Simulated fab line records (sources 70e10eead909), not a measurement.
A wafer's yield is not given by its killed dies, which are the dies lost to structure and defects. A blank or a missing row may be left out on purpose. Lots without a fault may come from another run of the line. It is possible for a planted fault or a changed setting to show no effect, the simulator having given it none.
fab line records	flow nand-harc
[record] lots = 14	wafers = 42	last-day = 24
route steps=1159 shown A_M1@1046
lots with no fault: from the same line, run without faults
start-h: start of the lot's first displayed wafer, in hours after the record's first day	wait-h: time in hours since the lot's previous step	" unchanged from the row above	L1.1+2: one row covering several wafers at once	- value missing, or start not given	* or withheld: withheld	< > ~ a bound
route shown NAME@n: names a module that has steps shown in the file, with the first one's number in the route	usual: mean/standard deviation taken from wafers without a fault	same: alike in all rows	chamber/n: place in a boat	sites: the reading at each site	_std_site: standard deviation of those values	_edge_site: inner sites' mean taken away from outer sites' mean	radius-mm: how far each site lies from the wafer's centre	mask NAME#n: copy n	behind: the last tool/chamber to shape the wafer	hold: what put the lot on hold/how long, in hours/how the hold closed	device: transistor that didn't switch, given as n, p or np	end of line: at the end of the route, the tests of the same wafers	a step without rows: its recipe alone	killed: at the first sort, the dies lost to defects and structure; wafer yield is something else	map: dies across one wafer; x = killed, . = not, _ = none there
set.NAME: the setting that was run; set.NAME@STEP: the one run at that earlier step	model.NAME: the simulator's own value behind a step, which no gauge read
route steps across a sampled set of lots; one table per step, one row per wafer
services: a tool's chamber out of use, with start hour (start-h, from the record's first day; less than 0 if before it), hours out, and reason
[[steps]]
[step NHARC_A_M1_DEGAS_29]
[recipe] temp-c = 250	time-s = 60
[usual] heater-power-w = 340/30	susceptor-temp-C = 250.02/0.16
lot.wafer	tool	chamber	start-h	wait-h	heater-power-w	susceptor-temp-C
L347.4	pvd-sputter-01	-	395.66	-	318	249.86
L347.3	"	-	"	"	334	249.98
L347.5	"	-	"	"	300	250.11
L348.2	pvd-sputter-03	-	401.71	-	318	249.74
L348.3	"	-	"	"	378	250.17
L348.6	"	-	"	"	324	250.23
L350.2	pvd-sputter-03	-	408.37	-	326	249.93
L350.4	"	-	"	"	385	250.14
L350.5	"	-	"	"	331	249.86
L349.4	pvd-sputter-01	-	419.40	-	331	250.11
L349.3	"	-	"	"	370	250.08
L349.2	"	-	"	"	309	250.02
L351.1	pvd-sputter-02	-	426.40	-	358	249.96
L351.2	"	-	"	"	362	249.80
L351.6	"	-	"	"	332	249.98
L353.3	pvd-sputter-01	-	432.32	-	373	250.42
L353.1	"	-	"	"	297	250.20
L353.6	"	-	"	"	318	250.26
L357.1	pvd-sputter-01	-	462.03	-	296	250.29
L357.2	"	-	"	"	379	249.87
L357.5	"	-	"	"	312	250.07
L363.1	pvd-sputter-03	-	495.10	-	315	-
L363.3	"	-	"	"	386	-
L363.5	"	-	"	"	321	-
L367.3	pvd-sputter-02	-	514.22	-	328	250.09
L367.1	"	-	"	"	358	250.04
L367.6	"	-	"	"	328	250.06
L365.2	pvd-sputter-03	-	515.81	-	316	249.74
L365.3	"	-	"	"	314	250.31
L365.6	"	-	"	"	395	249.70
L369.4	pvd-sputter-03	-	521.63	-	390	249.99
L369.2	"	-	"	"	386	250.07
L369.5	"	-	"	"	312	249.61
L368.2	pvd-sputter-01	-	525.13	-	298	250.08
L368.4	"	-	"	"	315	250.06
L368.6	"	-	"	"	296	250.08
L366.1	pvd-sputter-03	-	525.24	-	320	-
L366.4	"	-	"	"	392	-
L366.2	"	-	"	"	316	-
L370.4	pvd-sputter-03	-	539.09	-	320	-
L370.3	"	-	"	"	385	-
L370.5	"	-	"	"	315	-
[step NHARC_A_M1_PRE_CLEAN_30]
[recipe] time-s = 30	temp-c = 280	gas = H2/He
[usual] heater-power-w = 420/37	susceptor-temp-C = 280.02/0.21
lot.wafer	tool	chamber	start-h	wait-h	heater-power-w	susceptor-temp-C
L347.3	pvd-sputter-01	-	-	-	405	279.84
L347.4	"	-	"	"	469	279.95
L347.5	"	-	"	"	368	280.21
L348.3	pvd-sputter-03	-	-	-	473	279.97
L348.2	"	-	"	"	403	280.02
L348.6	"	-	"	"	388	279.95
L350.2	pvd-sputter-03	-	-	-	405	-
L350.4	"	-	"	"	471	-
L350.5	"	-	"	"	386	-
L349.3	pvd-sputter-01	-	-	-	465	280.06
L349.4	"	-	"	"	367	280.12
L349.2	"	-	"	"	378	280.03
L351.2	pvd-sputter-02	-	-	-	402	-
L351.1	"	-	"	"	442	-
L351.6	"	-	"	"	416	-
L353.3	pvd-sputter-01	-	-	-	401	279.99
L353.1	"	-	"	"	371	280.05
L353.6	"	-	"	"	379	280.25
L357.2	pvd-sputter-01	-	-	-	394	280.26
L357.1	"	-	"	"	364	280.12
L357.5	"	-	"	"	395	279.91
L363.1	pvd-sputter-03	-	-	-	486	-
L363.3	"	-	"	"	485	-
L363.5	"	-	"	"	390	-
L367.1	pvd-sputter-02	-	-	-	445	280.08
L367.3	"	-	"	"	396	279.98
L367.6	"	-	"	"	439	280.17
L365.2	pvd-sputter-03	-	-	-	465	280.24
L365.3	"	-	"	"	498	279.74
L365.6	"	-	"	"	391	279.76
L369.4	pvd-sputter-03	-	-	-	466	279.89
L369.2	"	-	"	"	487	280.21
L369.5	"	-	"	"	402	280.25
L368.4	pvd-sputter-01	-	-	-	370	279.95
L368.2	"	-	"	"	384	280.17
L368.6	"	-	"	"	374	279.99
L366.4	pvd-sputter-03	-	-	-	468	279.98
L366.2	"	-	"	"	496	280.22
L366.1	"	-	"	"	379	280.13
L370.3	pvd-sputter-03	-	-	-	482	280.20
L370.4	"	-	"	"	388	279.91
L370.5	"	-	"	"	477	280.19
[step NHARC_A_M1_ECD_22]
[recipe] target-thk-a = 4000	bath-temp-c = 25	material = Cu
lot.wafer	tool	chamber	start-h	wait-h
L347.4+3+5	ecd-cu-02	0,1,1	396.12	-
L348.2+3+6	ecd-cu-01	1	402.08	-
L350.2+4+5	ecd-cu-01	1,1,0	408.72	-
L349.2+3+4	ecd-cu-02	0,1,0	419.84	-
L351.1+2+6	ecd-cu-01	0,1,0	426.74	-
L353.1+3+6	ecd-cu-01	0,1,1	432.74	-
L357.1+2+5	ecd-cu-01	0,1,1	462.39	-
L363.1+3+5	ecd-cu-02	0,1,0	495.50	-
L367.1+3+6	ecd-cu-02	1,0,1	514.57	-
L365.2+3+6	ecd-cu-01	0,0,1	516.22	-
L369.2+4+5	ecd-cu-01	0,0,1	522.04	-
L368.2+4+6	ecd-cu-01	0,1,1	525.49	-
L366.1+2+4	ecd-cu-01	0,1,1	525.78	-
L370.4+3+5	ecd-cu-01	0,1,1	539.92	-
[step NHARC_A_M1_CMP_23]
[recipe] t-overpolish-s = 20	target-thk-nm = 154.34
[usual] motor-current-A = 11.9/0.88	time-to-endpoint-s = 29.5/2.6
lot.wafer	tool	chamber	start-h	wait-h	motor-current-A	time-to-endpoint-s
L347.3	cmp-04	1	396.77	-	12.2	27.6
L347.4	"	3	"	"	11.0	26.6
L347.5	"	1	"	"	11.1	27.2
L348.3	cmp-01	0	402.81	-	12.0	34.1
L348.2	"	2	"	"	12.9	32.2
L348.6	"	1	"	"	11.6	31.1
L350.4	cmp-01	3	409.68	-	11.8	27.7
L350.2	"	1	"	"	11.4	29.7
L350.5	"	3	"	"	11.6	26.7
L349.3	cmp-04	0	420.52	-	11.7	30.5
L349.4	"	1	"	"	11.2	25.3
L349.2	"	2	"	"	12.2	26.7
L351.1	cmp-01	1	427.46	-	11.6	28.5
L351.2	"	2	"	"	12.9	32.1
L351.6	"	2	"	"	13.0	34.1
L353.1	cmp-01	0	433.45	-	11.9	17.4
L353.3	"	2	"	"	12.2	27.7
L353.6	"	1	"	"	11.4	28.8
L357.2	cmp-03	3	463.20	-	12.3	32.2
L357.1	"	0	"	"	12.8	12.1
L357.5	"	1	"	"	14.4	29.6
L363.1	cmp-01	1	496.17	-	10.8	29.6
L363.3	"	3	"	"	11.4	27.8
L363.5	"	2	"	"	12.8	27.9
L367.1	cmp-04	1	515.32	-	12.4	28.6
L367.3	"	2	"	"	12.4	28.1
L367.6	"	2	"	"	12.1	29.8
L365.3	cmp-04	0	516.89	-	11.5	29.7
L365.2	"	1	"	"	11.8	27.3
L365.6	"	1	"	"	11.2	30.5
L369.4	cmp-04	2	522.77	-	12.4	26.0
L369.2	"	3	"	"	11.2	24.9
L369.5	"	1	"	"	11.1	23.3
L368.2	cmp-03	3	526.29	-	12.2	31.4
L368.4	"	0	"	"	13.1	25.9
L368.6	"	1	"	"	13.3	24.7
L366.4	cmp-04	2	526.52	-	11.9	28.2
L366.2	"	3	"	"	11.6	26.9
L366.1	"	1	"	"	11.3	27.5
L370.4	cmp-01	0	540.55	-	11.6	32.7
L370.3	"	3	"	"	11.5	29.1
L370.5	"	1	"	"	11.2	29.3
[step NHARC_A_M1_DEP_33]
[recipe] target-thk-a = 300	temp-c = 370	target-thk-nm = 30	pressure-torr = 3	flow-sccm = 200	rf-w = 450	material = SiCN
[usual] heater-power-w = 561/69	susceptor-temp-C = 370.00/0.22
lot.wafer	tool	chamber	start-h	wait-h	heater-power-w	susceptor-temp-C
L347.3	pecvd-01	1	397.44	0.1	532	369.95
L347.4	"	0	"	"	585	370.28
L347.5	"	1	"	"	547	370.19
L348.3	pecvd-04	1	403.43	0.1	544	370.32
L348.2	"	0	"	"	547	369.85
L348.6	"	1	"	"	546	369.89
L350.2	pecvd-01	1	410.39	0.1	653	370.16
L350.5	"	2	"	"	694	370.32
L350.4	"	0	"	"	513	369.73
L349.3	pecvd-03	2	421.63	0.1	460	369.76
L349.2	"	1	"	"	536	370.01
L349.4	"	0	"	"	569	370.34
L351.1	pecvd-03	1	428.08	0.1	499	369.97
L351.2	"	0	"	"	464	370.16
L351.6	"	1	"	"	493	369.98
L353.3	pecvd-04	1	434.07	0.1	509	370.25
L353.1	"	0	"	"	494	369.73
L353.6	"	0	"	"	494	369.57
L357.2	pecvd-04	0	463.77	0.1	608	370.28
L357.1	"	1	"	"	576	370.09
L357.5	"	0	"	"	599	370.26
L363.1	pecvd-03	1	496.79	0.1	482	370.31
L363.3	"	0	"	"	493	370.01
L363.5	"	2	"	"	438	369.96
L367.3	pecvd-01	0	515.98	0.1	573	369.93
L367.1	"	1	"	"	545	370.30
L367.6	"	1	"	"	555	369.93
L365.2	pecvd-01	1	517.52	0.1	659	370.11
L365.3	"	2	"	"	593	369.60
L365.6	"	0	"	"	543	369.85
L369.2	pecvd-01	2	523.38	0.1	628	369.73
L369.5	"	2	"	"	638	369.66
L369.4	"	0	"	"	583	369.49
L368.2	pecvd-03	2	526.89	0.1	445	369.75
L368.4	"	1	"	"	477	369.84
L368.6	"	2	"	"	450	369.83
L366.1	pecvd-01	2	527.41	0.1	705	369.88
L366.2	"	1	"	"	624	370.05
L366.4	"	0	"	"	491	369.95
L370.3	pecvd-04	2	541.16	0.1	534	370.08
L370.5	"	2	"	"	519	369.89
L370.4	"	0	"	"	591	370.46
[[services]]
tool	chamber	start-h	hours	kind
pecvd-04	-	372.34	0.7	repair
pecvd-01	0	372.73	8.4	repair
cmp-01	-	375.61	4.0	pm
pecvd-04	-	376.42	13.0	pm
pvd-sputter-01	-	376.65	2.5	repair
ecd-cu-02	-	377.07	1.6	repair
pvd-sputter-01	-	391.63	3.1	repair
pvd-sputter-02	-	392.12	10.0	pm
pecvd-04	0	398.42	2.6	repair
cmp-04	-	399.00	4.0	pm
cmp-01	-	410.16	4.3	repair
pecvd-01	-	418.00	13.0	pm
cmp-01	-	435.86	0.5	repair
ecd-cu-02	-	446.16	3.1	repair
ecd-cu-01	-	448.75	8.0	pm
pvd-sputter-01	-	453.74	3.7	repair
pecvd-01	-	454.81	1.0	repair
pvd-sputter-03	-	458.00	10.0	pm
cmp-04	-	463.06	1.6	repair
pecvd-03	-	473.26	13.0	pm
cmp-01	-	473.63	4.0	pm
cmp-01	-	480.07	0.4	repair
cmp-04	-	497.00	4.0	pm
pvd-sputter-01	-	514.06	10.0	pm
[[key]]
[first-sign] step = NHARC_A_M1_CMP_23	reading = time-to-endpoint-s	direction = down	sigmas = 5.7	usual = *	struck = *
effect none on later readings
met-at NHARC_A_M1_ECD_22
struck-lots L353,L357
struck-wafers L353.1,L357.1
later-rows-left-out L353.1,L357.1
sort-left-out L353.1,L357.1
not-acting-at NHARC_A_M1_DEGAS_29,NHARC_A_M1_PRE_CLEAN_30,NHARC_A_M1_DEP_33
onset-between 426.74 432.74
[fault] kind = process-parameter-drift	tool = ecd-cu-01	chamber = 0	onset-h = 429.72	steps = NHARC_A_M1_ECD_22	channel = target-thk-a	offset = *	shape = step	end-h = 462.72	acts-in = *	stated = *
// sort-left-out: the simulated sort isn't trusted on such a fault, so these wafers' sort isn't shown, and their yield isn't known
// later-rows-left-out: the simulator's readings of these wafers behind a module that went badly wrong aren't trusted and aren't shown, but for the sort
